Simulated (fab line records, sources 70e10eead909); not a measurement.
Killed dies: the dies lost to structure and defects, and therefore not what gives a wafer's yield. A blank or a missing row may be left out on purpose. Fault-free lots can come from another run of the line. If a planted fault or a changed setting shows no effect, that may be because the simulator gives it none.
Which tool did it? -- flow nand_harc -- 72 wafers from 24 lots sampled at 6 of the route's 1302 steps

WHAT THE GAUGES SHOWED, per wafer
No reading from a measuring or inspecting step in the record can be judged against a usual standard deviation.

EACH LOT AND THE TOOL THAT RAN IT (in order: tool; ch and the chambers of the sampled wafers; start)
lot,NHARC_A_STAIRCASE_ETCH_170,NHARC_A_STAIRCASE_STRIP_171,NHARC_A_STAIRCASE_DESCUM_11,NHARC_A_STAIRCASE_ETCH_25,NHARC_A_STAIRCASE_STRIP_175,NHARC_A_STAIRCASE_ETCH_221
L074,"rie_diel-02 ch 0,1,2, day 15 20:26 or earlier","plasma_asher-01 ch 0,1, day 15 20:26","rie_diel-01 ch 1,3, day 15 21:52","rie_diel-10 ch 0,3, day 16 02:53 or earlier","plasma_asher-02 ch 0,1, day 16 02:53","rie_diel-10 ch 0,3, no start"
L075,"rie_diel-02 ch 2,3, day 16 02:58 or earlier","plasma_asher-01 ch 0,1, day 16 02:58","rie_diel-10 ch 1,2,3, day 16 04:17","rie_diel-10 ch 0,1,2, day 16 06:38 or earlier","plasma_asher-01 ch 0,1, day 16 06:38","rie_diel-01 ch 0,1,3, no start"
L076,"rie_diel-02 ch 1,2,3, day 16 17:18 or earlier","plasma_asher-02 ch 0,1, day 16 17:18","rie_diel-10 ch 2,3, day 16 18:42","rie_diel-02 ch 0,1,3, day 16 21:35 or earlier","plasma_asher-02 ch 0,1, day 16 21:35","rie_diel-10 ch 1,2,3, no start"
L078,"rie_diel-02 ch 1,2,3, day 17 05:02 or earlier","plasma_asher-02 ch 0, day 17 05:02","rie_diel-01 ch 0,1,2, day 17 06:32","rie_diel-01 ch 0,3, day 17 08:42 or earlier","plasma_asher-01 ch 0,1, day 17 08:42","rie_diel-10 ch 2,3, no start"
L077,"rie_diel-02 ch 0,1,2, day 17 05:17 or earlier","plasma_asher-02 ch 0,1, day 17 05:17","rie_diel-02 ch 1,2,3, day 17 06:47","rie_diel-02 ch 1,2,3, day 17 09:31 or earlier","plasma_asher-01 ch 0,1, day 17 09:31","rie_diel-10 ch 0,1,2, no start"
L079,"rie_diel-01 ch 0,1,3, day 18 01:48 or earlier","plasma_asher-02 ch 0,1, day 18 01:48","rie_diel-01 ch 0,1,2, day 18 03:19","rie_diel-01 ch 0,1,2, day 18 05:55 or earlier","plasma_asher-02 ch 0,1, day 18 05:55","rie_diel-10 ch 0,2,3, no start"
L080,"rie_diel-10 ch 1,2,3, day 18 04:59 or earlier","plasma_asher-02 ch 0,1, day 18 04:59","rie_diel-02 ch 1,2,3, day 18 06:31","rie_diel-01 ch 0,2,3, day 18 09:19 or earlier","plasma_asher-01 ch 0,1, day 18 09:19","rie_diel-02 ch 0,1,3, no start"
L081,"rie_diel-01 ch 1,2, day 18 15:56 or earlier","plasma_asher-02 ch 0,1, day 18 15:56","rie_diel-02 ch 0,1,3, day 18 17:19","rie_diel-02 ch 0,2, day 18 19:55 or earlier","plasma_asher-01 ch 0,1, day 18 19:55","rie_diel-02 ch 0,2,3, no start"
L083,"rie_diel-02 ch 0,1,3, day 19 06:02 or earlier","plasma_asher-01 ch 0,1, day 19 06:02","rie_diel-02 ch 0,3, day 19 07:33","rie_diel-10 ch 0,1,2, day 19 09:49 or earlier","plasma_asher-02 ch 0,1, day 19 09:49","rie_diel-02 ch 0,2,3, no start"
L082,"rie_diel-02 ch 0,1,2, day 19 09:34 or earlier","plasma_asher-01 ch 0,1, day 19 09:34","rie_diel-10 ch 0,1,3, day 19 11:11","rie_diel-10 ch 0,2, day 19 13:34 or earlier","plasma_asher-02 ch 0,1, day 19 13:34","rie_diel-01 ch 2,3, no start"
L084,"rie_diel-01 ch 1,2,3, day 20 00:47 or earlier","plasma_asher-02 ch 1, day 20 00:47","rie_diel-02 ch 0,3, day 20 02:18","rie_diel-02 ch 1,2,3, day 20 04:35 or earlier","plasma_asher-01 ch 0,1, day 20 04:35","rie_diel-10 ch 0,2,3, no start"
L085,"rie_diel-10 ch 0,3, day 20 08:46 or earlier","plasma_asher-02 ch 0,1, day 20 08:46","rie_diel-10 ch 0,2,3, day 20 10:10","rie_diel-01 ch 0,1,3, day 20 14:18 or earlier","plasma_asher-01 ch 0,1, day 20 14:18","rie_diel-01 ch 2,3, no start"
L086,"rie_diel-01 ch 0,1,2, day 20 20:14 or earlier","plasma_asher-01 ch 0,1, day 20 20:14","rie_diel-02 ch 1,3, day 20 21:44","rie_diel-10 ch 0,2,3, day 20 23:54 or earlier","plasma_asher-01 ch 0,1, day 20 23:54","rie_diel-10 ch 0,1,2, no start"
L087,"rie_diel-02 ch 0,1,2, day 20 20:52 or earlier","plasma_asher-02 ch 0,1, day 20 20:52","rie_diel-01 ch 1,2, day 20 22:20","rie_diel-01 ch 1,2,3, day 21 00:31 or earlier","plasma_asher-02 ch 0, day 21 00:31","rie_diel-02 ch 1,3, no start"
L089,"rie_diel-10 ch 0,2,3, day 21 16:04 or earlier","plasma_asher-01 ch 0,1, day 21 16:04","rie_diel-01 ch 0,3, day 21 17:26","rie_diel-01 ch 1,2, day 21 19:42 or earlier","plasma_asher-01 ch 0,1, day 21 19:42","rie_diel-01 ch 1,2, no start"
L088,"rie_diel-10 ch 0,2,3, day 21 18:53 or earlier","plasma_asher-02 ch 0,1, day 21 18:53","rie_diel-01 ch 0,1,3, day 21 20:22","rie_diel-02 ch 0,3, day 21 22:49 or earlier","plasma_asher-01 ch 0,1, day 21 22:49","rie_diel-10 ch 1,3, no start"
L091,"rie_diel-10 ch 0,2,3, day 22 15:58 or earlier","plasma_asher-02 ch 0,1, day 22 15:58","rie_diel-02 ch 1,2,3, day 22 17:23","rie_diel-10 ch 1,2,3, day 22 19:34 or earlier","plasma_asher-02 ch 0,1, day 22 19:34","rie_diel-01 ch 0,1,3, no start"
L090,"rie_diel-01 ch 2,3, day 22 16:07 or earlier","plasma_asher-01 ch 0,1, day 22 16:07","rie_diel-01 ch 2,3, day 22 17:36","rie_diel-02 ch 0,1, day 22 19:51 or earlier","plasma_asher-02 ch 0,1, day 22 19:51","rie_diel-02 ch 0,1,3, no start"
L093,"rie_diel-10 ch 0,3, day 23 07:52 or earlier","plasma_asher-01 ch 0,1, day 23 07:52","rie_diel-01 ch 0,1,3, day 23 09:22","rie_diel-01 ch 0,2, day 23 11:44 or earlier","plasma_asher-02 ch 0,1, day 23 11:44","rie_diel-01 ch 0,1, no start"
L092,"rie_diel-02 ch 0,1,2, day 23 08:01 or earlier","plasma_asher-02 ch 0,1, day 23 08:01","rie_diel-02 ch 1,2,3, day 23 09:34","rie_diel-02 ch 0,1,2, day 23 11:46 or earlier","plasma_asher-01 ch 0,1, day 23 11:46","rie_diel-01 ch 0,3, no start"
L095,"rie_diel-02 ch 0,1,3, day 24 11:03 or earlier","plasma_asher-02 ch 0,1, day 24 11:03","rie_diel-02 ch 1,2,3, day 24 12:34","rie_diel-10 ch 0,2,3, day 24 14:55 or earlier","plasma_asher-02 ch 0,1, day 24 14:55","rie_diel-01 ch 0,1,3, no start"
L094,"rie_diel-02 ch 0,2,3, day 24 11:14 or earlier","plasma_asher-01 ch 0,1, day 24 11:14","rie_diel-02 ch 0,2,3, day 24 12:46","rie_diel-02 ch 0,1,3, day 24 15:06 or earlier","plasma_asher-01 ch 0,1, day 24 15:06","rie_diel-01 ch 2,3, no start"
L097,"rie_diel-01 ch 0,1, day 24 22:42 or earlier","plasma_asher-02 ch 0,1, day 24 22:42","rie_diel-10 ch 0,1,3, day 25 00:01","rie_diel-10 ch 0,1,3, day 25 02:56 or earlier","plasma_asher-01 ch 0,1, day 25 02:56","rie_diel-10 ch 1,2,3, no start"
L096,"rie_diel-01 ch 2,3, day 24 22:53 or earlier","plasma_asher-02 ch 0,1, day 24 22:53","rie_diel-01 ch 1,3, day 25 00:26","rie_diel-10 ch 0,1,3, day 25 02:55 or earlier","plasma_asher-02 ch 0,1, day 25 02:55","rie_diel-02 ch 2,3, no start"
- NHARC_A_STAIRCASE_ETCH_170: etches the open film in C4F6/O2, target depth 200 nm, time 66.667 s.
- NHARC_A_STAIRCASE_STRIP_171: strips in O2.
- NHARC_A_STAIRCASE_DESCUM_11: chemistry O2, time 3 s.
- NHARC_A_STAIRCASE_ETCH_25: etches the open film in C4F8/O2, target depth 100 nm, time 40.5 s.
- NHARC_A_STAIRCASE_STRIP_175: strips in O2.
- NHARC_A_STAIRCASE_ETCH_221: etches the open film in C4F8/O2, target depth 100 nm, time 40.5 s.

WHAT THE TOOLS THEMSELVES READ (means of the sampled wafers that have a number; where no wafer has one, the mark that the record gives instead)
NHARC_A_STAIRCASE_ETCH_170. Usual: for c4f6_flow_sccm, 24.99 sccm with a standard deviation of 0.067; for drypump_motor_current_A, 5.8 A with a standard deviation of 0.41; for oes_product_au, 0.976 a.u. with a standard deviation of 0.017; for rf_fwd_power_W, 594.0 W with a standard deviation of 2.6; for rf_vpp_V, 548 V with a standard deviation of 3.7; for showerhead_plenum_p_Torr, 3.98 Torr with a standard deviation of 0.17; for throttle_valve_pct, 26.904 % with a standard deviation of 0.01.
lot,tool,c4f6_flow_sccm (sccm),drypump_motor_current_A (A),oes_product_au (a.u.),rf_fwd_power_W (W),rf_vpp_V (V),showerhead_plenum_p_Torr (Torr),throttle_valve_pct (%),flag
L074,rie_diel-02,25.01,6.2,0.984,593.0,544,3.83,26.909,
L075,rie_diel-02,24.96,5.7,0.973,593.6,550,4.04,26.898,
L076,rie_diel-02,24.97,5.9,0.957,594.6,547,3.95,26.894,
L078,rie_diel-02,24.93,5.9,0.951,593.5,547,3.95,26.902,
L077,rie_diel-02,24.97,6.1,0.984,592.1,545,3.83,26.910,
L079,rie_diel-01,24.97,5.5,0.992,593.8,548,3.98,26.906,
L080,rie_diel-10,25.04,5.7,0.985,596.7,546,3.88,26.897,
L081,rie_diel-01,24.97,6.0,0.980,594.9,548,3.97,26.903,
L083,rie_diel-02,24.98,6.0,0.988,592.4,548,3.98,26.897,
L082,rie_diel-02,24.99,6.2,0.980,591.5,545,3.82,26.907,
L084,rie_diel-01,24.96,5.9,0.990,592.8,549,4.06,26.909,
L085,rie_diel-10,25.07,5.8,0.967,595.7,550,4.08,26.888,
L086,rie_diel-01,24.94,5.6,0.986,596.2,548,3.98,26.913,
L087,rie_diel-02,25.04,6.1,0.953,592.0,544,3.81,26.907,
L089,rie_diel-10,25.06,5.6,0.993,596.1,551,4.14,26.907,
L088,rie_diel-10,24.99,5.6,0.969,594.9,551,4.14,26.897,
L091,rie_diel-10,25.00,5.6,0.979,595.4,551,4.13,26.907,
L090,rie_diel-01,25.02,5.7,0.982,593.4,551,4.15,26.913,
L093,rie_diel-10,24.98,5.8,0.951,594.0,550,4.07,26.907,
L092,rie_diel-02,24.96,6.1,0.994,590.3,544,3.80,26.901,
L095,rie_diel-02,25.02,6.0,0.974,593.3,547,3.96,26.902,
L094,rie_diel-02,24.90,5.9,0.963,591.5,546,3.88,26.908,
L097,rie_diel-01,25.00,5.2,0.987,594.2,546,3.88,26.902,
L096,rie_diel-01,25.01,5.7,0.968,592.9,550,4.14,26.897,

NHARC_A_STAIRCASE_STRIP_171. Usual: drypump_motor_current_A 5.8 A, standard deviation 0.65; heater_power_w 303 W, standard deviation 24.
lot,tool,drypump_motor_current_A (A),heater_power_w (W),flag
L074,plasma_asher-01,5.1,310,
L075,plasma_asher-01,4.9,324,
L076,plasma_asher-02,6.3,305,
L078,plasma_asher-02,6.2,318,
L077,plasma_asher-02,6.3,304,
L079,plasma_asher-02,6.2,309,
L080,plasma_asher-02,6.3,312,
L081,plasma_asher-02,6.3,300,
L083,plasma_asher-01,5.1,309,
L082,plasma_asher-01,4.9,321,
L084,plasma_asher-02,6.4,274,
L085,plasma_asher-02,6.3,286,
L086,plasma_asher-01,5.1,307,
L087,plasma_asher-02,6.2,291,
L089,plasma_asher-01,5.1,307,
L088,plasma_asher-02,6.3,294,
L091,plasma_asher-02,6.3,278,
L090,plasma_asher-01,4.9,324,
L093,plasma_asher-01,5.1,309,
L092,plasma_asher-02,6.3,282,
L095,plasma_asher-02,6.3,294,
L094,plasma_asher-01,5.1,313,
L097,plasma_asher-02,6.3,282,
L096,plasma_asher-02,6.3,292,

NHARC_A_STAIRCASE_DESCUM_11. Usual: drypump_motor_current_A 5.8 A, standard deviation 0.43; oes_product_au 1.006 a.u., standard deviation 0.012; rf_vpp_V 57.8 V, standard deviation 0.88; showerhead_plenum_p_Torr 1.94 Torr, standard deviation 0.092; throttle_valve_pct 11.311 %, standard deviation 0.0094.
lot,tool,drypump_motor_current_A (A),oes_product_au (a.u.),rf_vpp_V (V),showerhead_plenum_p_Torr (Torr),throttle_valve_pct (%),flag
L074,rie_diel-01,6.0,1.026,57.7,1.94,11.316,
L075,rie_diel-10,5.7,1.002,57.8,1.90,11.308,
L076,rie_diel-10,5.6,1.009,57.1,1.84,11.315,
L078,rie_diel-01,5.5,1.002,58.4,1.95,11.306,
L077,rie_diel-02,5.9,1.005,58.2,1.93,11.308,
L079,rie_diel-01,5.6,1.001,57.9,1.95,11.318,
L080,rie_diel-02,5.9,1.003,57.7,1.93,11.316,
L081,rie_diel-02,5.9,0.998,58.4,1.94,11.306,
L083,rie_diel-02,5.9,1.016,57.8,1.92,11.308,
L082,rie_diel-10,5.7,1.009,57.8,1.98,11.312,
L084,rie_diel-02,5.9,1.012,57.7,1.92,11.314,
L085,rie_diel-10,5.6,1.000,57.7,2.03,11.312,
L086,rie_diel-02,5.8,0.999,57.8,2.00,11.307,
L087,rie_diel-01,6.0,0.990,58.5,1.93,11.315,
L089,rie_diel-01,5.3,1.013,58.4,1.99,11.313,
L088,rie_diel-01,5.5,1.008,57.8,1.94,11.304,
L091,rie_diel-02,5.9,1.013,57.1,1.92,11.317,
L090,rie_diel-01,5.8,0.996,58.0,2.04,11.313,
L093,rie_diel-01,5.5,1.010,58.2,1.93,11.299,
L092,rie_diel-02,5.9,1.006,57.5,1.92,11.314,
L095,rie_diel-02,5.9,1.001,58.9,1.91,11.312,
L094,rie_diel-02,5.9,1.000,57.5,1.89,11.317,
L097,rie_diel-10,5.7,1.003,57.6,1.97,11.309,
L096,rie_diel-01,5.9,1.008,57.5,1.92,11.307,

NHARC_A_STAIRCASE_ETCH_25. Usual: oes_product_au 0.954 a.u., standard deviation 0.014; rf_fwd_power_W 592 W, standard deviation 3.4; rf_vpp_V 898 V, standard deviation 5.6.
lot,tool,oes_product_au (a.u.),rf_fwd_power_W (W),rf_vpp_V (V),flag
L074,rie_diel-10,0.950,592,904,
L075,rie_diel-10,0.970,594,896,
L076,rie_diel-02,0.970,591,898,
L078,rie_diel-01,0.947,590,901,
L077,rie_diel-02,0.953,592,897,
L079,rie_diel-01,0.945,592,899,
L080,rie_diel-01,0.951,592,902,
L081,rie_diel-02,0.943,587,890,
L083,rie_diel-10,0.965,593,902,
L082,rie_diel-10,0.953,593,905,
L084,rie_diel-02,0.947,593,896,
L085,rie_diel-01,0.958,592,898,
L086,rie_diel-10,0.947,593,903,
L087,rie_diel-01,0.943,592,901,
L089,rie_diel-01,0.954,592,897,
L088,rie_diel-02,0.950,588,896,
L091,rie_diel-10,0.956,594,901,
L090,rie_diel-02,0.975,591,894,
L093,rie_diel-01,0.938,596,898,
L092,rie_diel-02,0.955,590,892,
L095,rie_diel-10,0.963,593,903,
L094,rie_diel-02,0.956,591,896,
L097,rie_diel-10,0.951,592,899,
L096,rie_diel-10,0.951,593,899,

NHARC_A_STAIRCASE_STRIP_175. Usual: drypump_motor_current_A 5.6 A, standard deviation 0.67; heater_power_w 304 W, standard deviation 25.
lot,tool,drypump_motor_current_A (A),heater_power_w (W),flag
L074,plasma_asher-02,6.3,298,
L075,plasma_asher-01,5.1,303,
L076,plasma_asher-02,6.3,301,
L078,plasma_asher-01,4.9,317,
L077,plasma_asher-01,5.1,305,
L079,plasma_asher-02,6.3,298,
L080,plasma_asher-01,4.9,317,
L081,plasma_asher-01,5.1,308,
L083,plasma_asher-02,6.3,279,
L082,plasma_asher-02,6.3,290,
L084,plasma_asher-01,4.9,318,
L085,plasma_asher-01,4.9,319,
L086,plasma_asher-01,4.9,321,
L087,plasma_asher-02,6.2,297,
L089,plasma_asher-01,4.9,318,
L088,plasma_asher-01,4.9,321,
L091,plasma_asher-02,6.2,293,
L090,plasma_asher-02,6.3,284,
L093,plasma_asher-02,6.3,286,
L092,plasma_asher-01,4.9,336,
L095,plasma_asher-02,6.2,289,
L094,plasma_asher-01,5.1,309,
L097,plasma_asher-01,5.1,316,
L096,plasma_asher-02,6.3,294,

NHARC_A_STAIRCASE_ETCH_221. Usual: oes_product_au 0.947 a.u., standard deviation 0.014; rf_fwd_power_W 592 W, standard deviation 3.6; rf_vpp_V 898 V, standard deviation 5.7.
lot,tool,oes_product_au (a.u.),rf_fwd_power_W (W),rf_vpp_V (V),flag
L074,rie_diel-10,0.954,590,903,
L075,rie_diel-01,0.956,588,898,
L076,rie_diel-10,0.957,594,895,
L078,rie_diel-10,0.934,590,890,
L077,rie_diel-10,0.953,592,896,
L079,rie_diel-10,0.944,595,897,
L080,rie_diel-02,0.959,590,897,
L081,rie_diel-02,0.946,591,895,
L083,rie_diel-02,0.960,590,896,
L082,rie_diel-01,0.933,590,904,
L084,rie_diel-10,0.931,594,903,
L085,rie_diel-01,0.945,592,904,
L086,rie_diel-10,0.936,595,902,
L087,rie_diel-02,0.958,592,899,
L089,rie_diel-01,0.950,593,896,
L088,rie_diel-10,0.939,595,898,
L091,rie_diel-01,0.956,589,897,
L090,rie_diel-02,0.933,590,897,
L093,rie_diel-01,0.936,595,894,
L092,rie_diel-01,0.943,592,897,
L095,rie_diel-01,0.954,591,897,
L094,rie_diel-01,0.933,589,902,
L097,rie_diel-10,0.946,593,900,
L096,rie_diel-02,0.947,590,894,

THE ANSWER, worked out from the rows above alone
Rule: take the mean of a lot's wafers that have a number; if it is more than 3 standard deviations from the usual mean, the lot is off. A lot without any number at a reading at which 4 lots or more have one is off too. The other lots that the step has rows for count as sound. After the gauges, taken in route order, come the tools' own readings; for these a lot's mean is taken, as printed above. The first step at which some lot is off is used, and at that step the reading that is off furthest; a lot without a number counts as furthest.
No lot is off at any reading shown: from this, nothing can be told.

WHAT WAS PUT IN BY THE SIMULATOR
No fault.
